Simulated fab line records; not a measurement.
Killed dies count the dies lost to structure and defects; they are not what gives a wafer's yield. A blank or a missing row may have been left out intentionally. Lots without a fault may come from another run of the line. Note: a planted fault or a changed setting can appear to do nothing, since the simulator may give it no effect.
Chamber matching || flow nandHarc || 3 sister chambers for NHARC_P_BONDPAD_DEP_00 on pecvd-01
The step deposits SiCN, target thk 250 nm. 16 wafers are shown with their chamber, then 8 later ones without.

## WAFERS WITH THEIR CHAMBER
{"wafer": "L078.3", "chamber": 2, "heaterPowerW (W)": 483}
{"wafer": "L078.4", "chamber": 0, "heaterPowerW (W)": 770}
{"wafer": "L078.5", "chamber": 1, "heaterPowerW (W)": 705}
{"wafer": "L079.2", "chamber": 0, "heaterPowerW (W)": 814}
{"wafer": "L079.3", "chamber": 1, "heaterPowerW (W)": 629}
{"wafer": "L079.5", "chamber": 0, "heaterPowerW (W)": 831}
{"wafer": "L080.1", "chamber": 0, "heaterPowerW (W)": 797}
{"wafer": "L080.2", "chamber": 2, "heaterPowerW (W)": 452}
{"wafer": "L080.3", "chamber": 1, "heaterPowerW (W)": 690}
{"wafer": "L084.1", "chamber": 2, "heaterPowerW (W)": 416}
{"wafer": "L084.4", "chamber": 1, "heaterPowerW (W)": 676}
{"wafer": "L084.6", "chamber": 2, "heaterPowerW (W)": 421}
{"wafer": "L087.1", "chamber": 0, "heaterPowerW (W)": 770}
{"wafer": "L087.4", "chamber": 0, "heaterPowerW (W)": 776}
{"wafer": "L087.5", "chamber": 2, "heaterPowerW (W)": 387}
{"wafer": "L089.1", "chamber": 0, "heaterPowerW (W)": 740}

SIGNATURES, as means of the wafers listed above
{"reading": "heaterPowerW", "chamber 0": 785.43, "chamber 1": 675.00, "chamber 2": 431.80, "scatter within a chamber": 33.2}
Rule: a wafer lies at a distance from a chamber equal to the root of the sum of squares, over the readings, of (its reading less the chamber's mean, divided by the reading's scatter). The wafer belongs to the nearest chamber; if the next one is less than 2 further off, it can't be placed. How the scatter is found: for the shown wafers, subtract from each reading the mean of its chamber, square and add these, divide the total by (wafers less chambers), then take the root.

## WAFERS MISSING THEIR CHAMBER
{"wafer": "L089.4", "heaterPowerW (W)": 757}
{"wafer": "L089.5", "heaterPowerW (W)": 470}
{"wafer": "L095.2", "heaterPowerW (W)": 406}
{"wafer": "L095.5", "heaterPowerW (W)": 645}
{"wafer": "L095.6", "heaterPowerW (W)": 425}
{"wafer": "L097.3", "heaterPowerW (W)": 665}
{"wafer": "L097.4", "heaterPowerW (W)": 792}
{"wafer": "L097.6", "heaterPowerW (W)": 667}

## CHAMBER TAKEN BY EACH
{"wafer": "L089.4", "from the rows above": "can't be placed: 0 or 1", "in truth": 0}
{"wafer": "L089.5", "from the rows above": 2, "in truth": 2}
{"wafer": "L095.2", "from the rows above": 2, "in truth": 2}
{"wafer": "L095.5", "from the rows above": 1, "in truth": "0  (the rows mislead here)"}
{"wafer": "L095.6", "from the rows above": 2, "in truth": 2}
{"wafer": "L097.3", "from the rows above": 1, "in truth": 1}
{"wafer": "L097.4", "from the rows above": 0, "in truth": 0}
{"wafer": "L097.6", "from the rows above": 1, "in truth": 1}
Placed correctly: 6 of 8. Cannot be placed on the basis of these rows: 1; the candidates contain the true chamber in 1. 1 placed wrongly.
